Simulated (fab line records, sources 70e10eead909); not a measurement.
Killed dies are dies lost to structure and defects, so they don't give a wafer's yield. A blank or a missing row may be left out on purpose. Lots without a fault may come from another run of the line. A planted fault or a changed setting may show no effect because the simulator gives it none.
fab line records | flow nand_harc
record lots=14 wafers=42 last_day=25
route steps=1159 shown A_CONTACT@945 A_BLC@980
lots that met no fault: from a run of the same line without faults
start_h: hours from the record's first day to the start of the lot's first wafer shown | wait_h: hours since the lot's step before | " the same as in the row above | L1.1+2: a row that stands for several wafers | - no value, or no start given | * or withheld: withheld | < > ~ a bound
route shown NAME@n: a module of which the file shows steps, and the number in the route of the first | usual: mean/standard deviation of fault-free wafers | same: alike in all rows | chamber/n: place in a boat | sites: the reading at each site | _std_site: their standard deviation | _edge_site: outer sites' mean less inner sites' | radius_mm: how far each site lies from the wafer's centre | mask NAME#n: copy n | behind: the tool/chamber that last shaped the wafer | hold: why the lot was held/for how many hours/how that ended | device: the transistor (n, p or np) that didn't switch | end of line: the same wafers' tests at the end of the route | a step without rows: its recipe alone | killed: dies lost to structure and defects at the first sort, not the wafer's yield | map: a wafer's dies, x killed, . not, _ none there
set.NAME: the setting as run; set.NAME@STEP: as run at that earlier step | model.NAME: the simulator's own value behind a step, which no gauge read
steps of the route over a sample of lots; a table a step, a row a wafer
services: from which hour (start_h, from the record's first day; less than 0 if before it) a tool's chamber was out of use, for how many hours, and why
## steps
# step NHARC_A_CONTACT_ETCH_136
# recipe source_w=withheld pressure_mtorr=20 bias_v=3000 time_s=132 target_depth_a=12870 ar_flow_sccm=withheld c4f8_flow_sccm=withheld o2_flow_sccm=withheld chemistry=C4F8/O2/Ar
# columns lot.wafer tool chamber start_h wait_h rf_hours_counter_h
L622.1 har_cap_etch-02 1 389.15 0.1 12
L622.3 " 0 " " -
L622.6 " 1 " " -
L625.2 har_cap_etch-03 1 395.20 0.1 82
L625.3 " 1 " " -
L625.5 " 1 " " -
L624.2 har_cap_etch-03 1 397.79 0.1 83
L624.3 " 1 " " -
L624.5 " 0 " " -
L621.2 har_cap_etch-02 1 398.76 0.1 15
L621.1 " 0 " " 15
L621.5 " 1 " " -
L635.1 har_cap_etch-02 1 467.00 0.1 25
L635.3 " 1 " " -
L635.5 " 0 " " -
L637.1 har_cap_etch-03 1 468.48 0.1 96
L637.4 " 1 " " -
L637.3 " 0 " " -
L634.4 har_cap_etch-01 0 473.40 0.1 -
L634.5 " 0 " " -
L634.6 " 1 " " -
L638.2 har_cap_etch-02 0 483.33 0.1 28
L638.3 " 0 " " -
L638.4 " 1 " " -
L639.3 har_cap_etch-02 0 495.53 0.1 -
L639.4 " 1 " " -
L639.5 " 0 " " -
L640.2 har_cap_etch-03 0 496.16 0.1 100
L640.4 " 1 " " -
L640.5 " 0 " " -
L643.4 har_cap_etch-03 1 510.57 0.1 -
L643.3 " 0 " " -
L643.6 " 1 " " -
L641.2 har_cap_etch-02 1 514.31 0.1 32
L641.1 " 0 " " 32
L641.3 " 0 " " -
L642.3 har_cap_etch-03 1 520.15 0.1 -
L642.4 " 0 " " -
L642.5 " 0 " " -
L644.3 har_cap_etch-02 0 540.90 0.1 -
L644.5 " 0 " " -
L644.6 " 1 " " -
# step NHARC_A_BLC_ETCH_18
# recipe target_depth_a=9100 c4f8_flow_sccm=20 o2_flow_sccm=10 ar_flow_sccm=withheld rf_w=600 bias_w=1500 chemistry=C4F8/O2/Ar
# usual oes_product_au=0.950/0.025 rf_vpp_V=978/6.9
# columns lot.wafer tool chamber start_h wait_h oes_product_au rf_hours_counter_h rf_vpp_V
L622.1 rie_diel-12 2 - - 0.935 3 984
L622.3 " 0 " " 0.935 2 981
L622.6 " 3 " " 0.933 - 983
L625.2 rie_diel-02 2 - - 0.950 7 975
L625.3 " 1 " " 0.962 7 987
L625.5 " 3 " " 0.982 - 982
L624.3 rie_diel-02 1 - - 0.977 8 988
L624.2 " 2 " " 0.963 7 973
L624.5 " 1 " " 0.970 - 987
L621.1 rie_diel-04 2 - - 0.988 10 970
L621.2 " 0 " " 0.937 11 968
L621.5 " 2 " " 0.992 - 970
L635.1 rie_diel-02 1 - - 0.921 15 987
L635.3 " 2 " " 0.911 14 975
L635.5 " 2 " " 0.906 - 975
L637.3 rie_diel-02 0 - - 0.914 16 987
L637.4 " 1 " " 0.920 16 988
L637.1 " 2 " " 0.910 15 974
L634.4 rie_diel-02 1 - - 0.923 16 987
L634.5 " 3 " " 0.923 - 979
L634.6 " 0 " " 0.914 - 987
L638.4 rie_diel-02 0 - - 0.915 18 986
L638.3 " 1 " " 0.917 18 988
L638.2 " 2 " " 0.908 16 974
L639.3 rie_diel-04 0 - - 0.955 3 968
L639.4 " 1 " " 0.971 3 979
L639.5 " 0 " " 0.962 - 968
L640.4 rie_diel-04 3 - - 0.971 2 971
L640.2 " 1 " " 0.953 3 979
L640.5 " 3 " " 0.966 - 971
L643.3 rie_diel-02 0 - - 0.954 0 987
L643.6 " 1 " " 0.960 - 988
L643.4 " 3 " " 0.964 - 979
L641.1 rie_diel-04 2 - - 0.990 5 968
L641.2 " 3 " " 0.968 5 971
L641.3 " 0 " " 0.976 5 968
L642.3 rie_diel-04 3 - - 0.966 5 972
L642.4 " 2 " " 0.971 5 968
L642.5 " 3 " " 0.955 - 971
L644.3 rie_diel-02 0 - - 0.944 4 987
L644.5 " 2 " " 0.969 - 973
L644.6 " 3 " " 0.953 - 979
# step NHARC_A_BLC_CVD_24
# recipe target_thk_a=1500 temp_c=300 pressure_torr=40 wf6_flow_sccm=40 h2_flow_sccm=1600 ar_flow_sccm=1560 time_s=434 material=W
# usual chamber_pressure_Torr=39.98/0.078 heater_power_w=471/36 throttle_valve_pct=8.12/0.27
# columns lot.wafer tool chamber start_h wait_h chamber_pressure_Torr heater_power_w throttle_valve_pct
L622.1 cvd_w-02 1 399.12 - 39.91 481 7.68
L622.3 " 1 " " 39.91 499 7.47
L622.6 " 0 " " 39.96 424 8.08
L625.2 cvd_w-02 0 403.46 - 39.92 435 8.07
L625.3 " 0 " " 39.97 425 8.25
L625.5 " 0 " " 39.96 413 8.42
L625.2 cvd_w-02 0 404.14 0.6 40.16 416 8.32
L625.3 " 0 " " 39.94 419 8.04
L625.5 " 0 " " 40.16 431 8.37
L624.2 cvd_w-02 0 404.68 - 39.96 424 8.38
L624.3 " 1 " " 39.89 497 7.81
L624.5 " 0 " " 39.94 429 8.04
L624.2 cvd_w-02 0 405.37 0.6 39.95 413 7.97
L624.3 " 1 " " 40.04 491 7.68
L624.5 " 0 " " 39.91 424 8.26
L621.1 cvd_w-01 0 405.46 - 40.01 520 7.97
L621.2 " 0 " " 39.93 501 7.95
L621.5 " 0 " " 39.99 507 7.93
L635.1 cvd_w-01 1 474.59 - 39.96 482 8.32
L635.3 " 1 " " 39.92 479 8.49
L635.5 " 0 " " 39.86 520 8.33
L637.1 cvd_w-02 0 476.66 - 40.01 426 8.48
L637.3 " 0 " " 39.91 430 8.26
L637.4 " 0 " " 39.99 426 8.27
L634.4 cvd_w-02 0 480.11 - 39.86 420 8.45
L634.5 " 0 " " 40.04 433 8.36
L634.6 " 0 " " 39.94 421 8.45
L638.2 cvd_w-01 1 502.11 - 40.01 452 7.94
L638.3 " 0 " " 40.06 509 8.02
L638.4 " 1 " " 40.07 434 8.15
L639.3 cvd_w-02 0 506.71 - 40.03 412 8.17
L639.4 " 1 " " 39.88 507 7.76
L639.5 " 1 " " 40.03 496 7.70
L640.2 cvd_w-01 0 506.78 - 40.04 503 7.89
L640.4 " 0 " " 40.11 501 7.94
L640.5 " 1 " " 39.87 442 8.11
L643.3 cvd_w-02 0 520.98 - 39.91 432 8.29
L643.4 " 1 " " 39.93 497 7.96
L643.6 " 0 " " 39.94 425 8.39
L641.1 cvd_w-02 1 526.35 - 40.03 505 7.80
L641.2 " 0 " " 40.03 423 8.21
L641.3 " 1 " " 39.86 487 7.85
L642.3 cvd_w-02 1 530.34 - 40.03 502 7.79
L642.4 " 0 " " 40.04 421 8.24
L642.5 " 1 " " 40.07 492 8.12
L644.3 cvd_w-02 1 548.04 - 39.89 511 7.75
L644.6 " 1 " " 39.92 510 7.86
L644.5 " 0 " " 40.06 437 8.33
# step NHARC_A_BLC_CMP_25
# recipe t_overpolish_s=30 target_thk_nm=150
# usual motor_current_A=11.3/1.1 overpolish_run_s=30.000/0.01 retaining_ring_pressure_frac=1.000/0.0051 time_to_endpoint_s=29.0/2.3
# columns lot.wafer tool chamber start_h wait_h motor_current_A overpolish_run_s retaining_ring_pressure_frac time_to_endpoint_s
L622.1 cmp-02 0 399.63 0.4 10.3 30.002 1.002 28.2
L622.3 " 1 " " 10.8 30.004 1.003 28.3
L622.6 " 3 " " 10.4 30.004 1.001 30.9
L625.3 cmp-02 3 404.67 0.3 10.9 29.996 1.007 60.5
L625.2 " 0 " " 10.6 30.002 1.000 61.9
L625.5 " 2 " " 12.4 30.009 0.996 54.8
L624.3 cmp-01 0 405.96 0.3 11.4 29.991 0.999 58.3
L624.2 " 3 " " 11.1 30.009 1.001 55.9
L624.5 " 0 " " 11.4 30.022 1.000 60.2
L621.1 cmp-01 0 406.49 0.9 11.3 29.991 0.998 27.9
L621.2 " 1 " " 10.8 30.006 1.006 26.2
L621.5 " 2 " " 13.4 29.994 1.007 26.9
L635.3 cmp-04 1 475.14 0.3 11.5 29.994 1.003 30.0
L635.1 " 3 " " 10.5 29.990 0.990 31.4
L635.5 " 0 " " 11.0 29.999 1.000 28.1
L637.1 cmp-01 1 477.63 0.8 10.7 30.014 0.998 32.5
L637.3 " 3 " " 11.2 29.998 1.000 32.3
L637.4 " 0 " " 11.1 30.006 1.002 34.3
L634.4 cmp-02 1 480.67 0.4 10.7 29.999 1.008 27.3
L634.6 " 1 " " 10.3 29.985 1.001 31.0
L634.5 " 2 " " 12.9 30.000 0.999 28.0
L638.4 cmp-02 3 502.58 0.2 11.2 29.996 0.999 28.1
L638.3 " 1 " " 10.2 29.999 0.998 27.9
L638.2 " 2 " " 12.6 30.005 0.994 27.7
L639.3 cmp-02 1 507.12 0.3 10.9 29.996 0.990 29.8
L639.4 " 2 " " 12.1 29.988 0.992 27.7
L639.5 " 0 " " 10.6 30.016 0.993 30.8
L640.2 cmp-04 2 507.30 0.5 13.8 29.993 0.998 27.2
L640.4 " 1 " " 12.1 30.004 1.000 30.1
L640.5 " 2 " " 13.2 30.025 0.999 31.5
L643.4 cmp-04 2 521.38 0.3 13.7 30.009 1.000 27.9
L643.3 " 0 " " 10.9 30.008 1.001 27.2
L643.6 " 2 " " 12.9 30.005 0.996 31.0
L641.2 cmp-01 0 526.88 0.4 12.1 30.008 1.001 30.3
L641.1 " 2 " " 12.9 29.993 1.001 28.6
L641.3 " 3 " " 11.3 29.993 0.997 28.4
L642.4 cmp-04 0 530.78 0.3 10.4 29.998 0.999 26.4
L642.3 " 1 " " 12.1 29.999 1.000 29.1
L642.5 " 2 " " 13.0 30.017 0.997 25.6
L644.3 cmp-02 1 548.49 0.4 10.4 29.997 0.994 27.6
L644.5 " 3 " " 10.5 30.001 1.008 29.9
L644.6 " 0 " " 10.7 30.008 0.999 31.0
# step NHARC_A_BLC_INSPECT_28
# usual raw_defect_count=427/130
# columns lot.wafer tool chamber start_h wait_h raw_defect_count
L622.1 defect_inspect-01 - 399.99 0.1 412
L622.3 " - " " 418
L622.6 " - " " 332
L625.2 defect_inspect-01 - 405.05 0.1 348
L625.3 " - " " 393
L625.5 " - " " 504
L624.2 defect_inspect-02 - 406.36 0.1 543
L624.3 " - " " 337
L624.5 " - " " 658
L621.1 defect_inspect-01 - 406.84 0.1 344
L621.2 " - " " 381
L621.5 " - " " 340
L635.1 defect_inspect-01 - 475.51 0.1 389
L635.3 " - " " 371
L635.5 " - " " 341
L637.1 defect_inspect-02 - 478.04 0.1 673
L637.3 " - " " 392
L637.4 " - " " 360
L634.4 defect_inspect-01 - 481.07 0.1 421
L634.5 " - " " 351
L634.6 " - " " 340
L638.2 defect_inspect-02 - 502.98 0.1 322
L638.3 " - " " 405
L638.4 " - " " 328
L639.3 defect_inspect-01 - 507.50 0.1 480
L639.4 " - " " 391
L639.5 " - " " 370
L640.2 defect_inspect-02 - 507.71 0.1 500
L640.4 " - " " 425
L640.5 " - " " 563
L643.3 defect_inspect-02 - 521.76 0.1 291
L643.4 " - " " 289
L643.6 " - " " 281
L641.1 defect_inspect-02 - 527.28 0.1 336
L641.2 " - " " 641
L641.3 " - " " 529
L642.3 defect_inspect-01 - 531.14 0.1 427
L642.4 " - " " 726
L642.5 " - " " 601
L644.3 defect_inspect-02 - 548.86 0.1 600
L644.5 " - " " 462
L644.6 " - " " 590
## services
# columns tool chamber start_h hours kind
rie_diel-04 1 370.41 8.1 repair
cmp-02 - 372.48 1.2 repair
cmp-01 - 375.50 4.0 pm
cvd_w-02 - 378.27 13.0 pm
rie_diel-12 - 379.62 9.0 pm
rie_diel-02 1 384.18 3.1 repair
cmp-04 - 399.13 4.0 pm
cmp-02 - 422.34 0.2 repair
cmp-02 - 422.57 4.0 pm
har_cap_etch-02 - 456.92 4.9 repair
rie_diel-04 - 465.90 9.0 pm
cmp-01 - 473.50 4.0 pm
cvd_w-01 - 475.02 13.0 pm
cmp-04 - 497.13 4.0 pm
rie_diel-12 1 501.38 4.2 repair
rie_diel-02 - 504.71 9.0 pm
cvd_w-01 0 508.85 13.2 repair
cmp-02 - 520.58 4.0 pm
cmp-02 - 528.94 0.9 repair
rie_diel-02 2 529.16 1.6 repair
cmp-01 - 529.46 21.9 repair
rie_diel-12 1 532.52 2.6 repair
cmp-04 - 537.90 0.2 repair
har_cap_etch-03 - 545.72 17.0 pm
## key
first_sign step=NHARC_A_BLC_CVD_24 reading=visit direction=added
effect step=NHARC_A_BLC_CMP_25 reading=time_to_endpoint_s direction=up sigmas=13 usual=* struck=*
met_at NHARC_A_BLC_CVD_24
struck_lots L624,L625
sort_left_out L624.2,L624.3,L624.5,L625.2,L625.3,L625.5
tester_left_out L624,L625
not_acting_at NHARC_A_CONTACT_ETCH_136,NHARC_A_BLC_ETCH_18,NHARC_A_BLC_INSPECT_28
fault kind=repeated_step_whole tool=cvd_w-01,cvd_w-02 chamber=- onset_h=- steps=NHARC_A_BLC_CVD_24 times=1 scope=struck_lots_only
# tester_left_out: of these lots the tester's yield and bins aren't shown, on N5 and GAA mostly nor the transistor test; their killed dies are dies lost to structure and defects alone, not to doping, threshold or leakage, so they don't give the yield
# sort_left_out: the simulated sort isn't trusted on such a fault, so these wafers' sort isn't shown, and their yield isn't known
